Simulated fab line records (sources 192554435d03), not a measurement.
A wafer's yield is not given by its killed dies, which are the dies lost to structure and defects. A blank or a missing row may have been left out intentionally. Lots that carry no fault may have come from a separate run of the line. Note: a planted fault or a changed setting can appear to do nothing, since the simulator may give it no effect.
Matching of chambers / flow n5Finfet / N5_BEOL_M12_CMP_49 on cmp-01 has 4 sister chambers
The step polishes, stops on SiOC, t overpolish 20.6 s, target thk 320 nm. 18 wafers are shown with their chamber, then 9 later ones without.

WAFERS WITH THEIR CHAMBER
wafer=L078.3; chamber=2; motorCurrentA (A)=5.4; edgeZonePressureFrac=0.994; overpolishRunS (s)=20.609
wafer=L078.5; chamber=2; motorCurrentA (A)=5.2; edgeZonePressureFrac=0.991; overpolishRunS (s)=20.591
wafer=L078.6; chamber=3; motorCurrentA (A)=6.3; edgeZonePressureFrac=1.009; overpolishRunS (s)=20.606
wafer=L079.2; chamber=3; motorCurrentA (A)=6.0; edgeZonePressureFrac=0.996; overpolishRunS (s)=20.618
wafer=L079.3; chamber=1; motorCurrentA (A)=6.1; edgeZonePressureFrac=1.003; overpolishRunS (s)=20.600
wafer=L079.4; chamber=0; motorCurrentA (A)=7.5; edgeZonePressureFrac=1.004; overpolishRunS (s)=20.608
wafer=L082.1; chamber=2; motorCurrentA (A)=5.3; edgeZonePressureFrac=0.999; overpolishRunS (s)=20.603
wafer=L082.4; chamber=1; motorCurrentA (A)=5.9; edgeZonePressureFrac=0.998; overpolishRunS (s)=20.592
wafer=L082.6; chamber=3; motorCurrentA (A)=5.9; edgeZonePressureFrac=0.989; overpolishRunS (s)=20.603
wafer=L081.1; chamber=1; motorCurrentA (A)=5.9; edgeZonePressureFrac=0.995; overpolishRunS (s)=20.596
wafer=L081.3; chamber=3; motorCurrentA (A)=6.0; edgeZonePressureFrac=1.001; overpolishRunS (s)=20.589
wafer=L081.4; chamber=0; motorCurrentA (A)=8.0; edgeZonePressureFrac=1.005; overpolishRunS (s)=20.606
wafer=L083.3; chamber=1; motorCurrentA (A)=6.0; edgeZonePressureFrac=1.003; overpolishRunS (s)=20.602
wafer=L083.4; chamber=0; motorCurrentA (A)=7.2; edgeZonePressureFrac=1.004; overpolishRunS (s)=20.588
wafer=L083.5; chamber=3; motorCurrentA (A)=6.3; edgeZonePressureFrac=0.998; overpolishRunS (s)=20.604
wafer=L084.2; chamber=3; motorCurrentA (A)=5.9; edgeZonePressureFrac=0.995; overpolishRunS (s)=20.604
wafer=L084.3; chamber=2; motorCurrentA (A)=5.3; edgeZonePressureFrac=1.003; overpolishRunS (s)=20.600
wafer=L084.6; chamber=2; motorCurrentA (A)=5.3; edgeZonePressureFrac=1.000; overpolishRunS (s)=20.594

SIGNATURES, as means of the wafers listed above
reading=motorCurrentA; chamber 0=7.567; chamber 1=5.975; chamber 2=5.300; chamber 3=6.067; scatter within a chamber=0.198
reading=edgeZonePressureFrac; chamber 0=1.00433; chamber 1=0.99975; chamber 2=0.99740; chamber 3=0.99800; scatter within a chamber=0.0051
reading=overpolishRunS; chamber 0=20.60067; chamber 1=20.59750; chamber 2=20.59940; chamber 3=20.60400; scatter within a chamber=0.00816
Rule: for a wafer and a chamber, the distance is found by dividing, reading by reading, the gap between the wafer's reading and the chamber's mean by the reading's scatter, squaring, summing and taking the root. The wafer belongs to the nearest chamber; if the next one is less than 2 further off, it can't be placed. The scatter is the square root of a quotient: the sum, over the shown wafers, of each reading's squared deviation from its chamber's mean, divided by wafers minus chambers.

WAFERS WHOSE CHAMBER IS MISSING
wafer=L085.2; motorCurrentA (A)=7.8; edgeZonePressureFrac=1.005; overpolishRunS (s)=20.588
wafer=L085.5; motorCurrentA (A)=6.4; edgeZonePressureFrac=1.000; overpolishRunS (s)=20.593
wafer=L085.6; motorCurrentA (A)=7.6; edgeZonePressureFrac=1.000; overpolishRunS (s)=20.602
wafer=L088.1; motorCurrentA (A)=7.9; edgeZonePressureFrac=1.001; overpolishRunS (s)=20.616
wafer=L088.3; motorCurrentA (A)=6.4; edgeZonePressureFrac=1.004; overpolishRunS (s)=20.611
wafer=L088.4; motorCurrentA (A)=5.5; edgeZonePressureFrac=1.000; overpolishRunS (s)=20.598
wafer=L093.4; motorCurrentA (A)=6.3; edgeZonePressureFrac=0.998; overpolishRunS (s)=20.588
wafer=L093.5; motorCurrentA (A)=5.7; edgeZonePressureFrac=0.995; overpolishRunS (s)=20.618
wafer=L093.6; motorCurrentA (A)=7.4; edgeZonePressureFrac=0.993; overpolishRunS (s)=20.599

WHICH CHAMBER EACH WENT THROUGH
wafer=L085.2; from the rows above=0; in truth=0
wafer=L085.5; from the rows above=can't be placed: 3 or 1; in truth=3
wafer=L085.6; from the rows above=0; in truth=0
wafer=L088.1; from the rows above=0; in truth=0
wafer=L088.3; from the rows above=can't be placed: 3 or 1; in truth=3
wafer=L088.4; from the rows above=can't be placed: 2 or 1 or 3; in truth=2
wafer=L093.4; from the rows above=can't be placed: 1 or 3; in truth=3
wafer=L093.5; from the rows above=can't be placed: 3 or 1 or 2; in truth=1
wafer=L093.6; from the rows above=0; in truth=0
Placed correctly: 4 of 9. These rows do not allow placing 5 (true chamber among the candidates in 5). 0 placed wrongly.
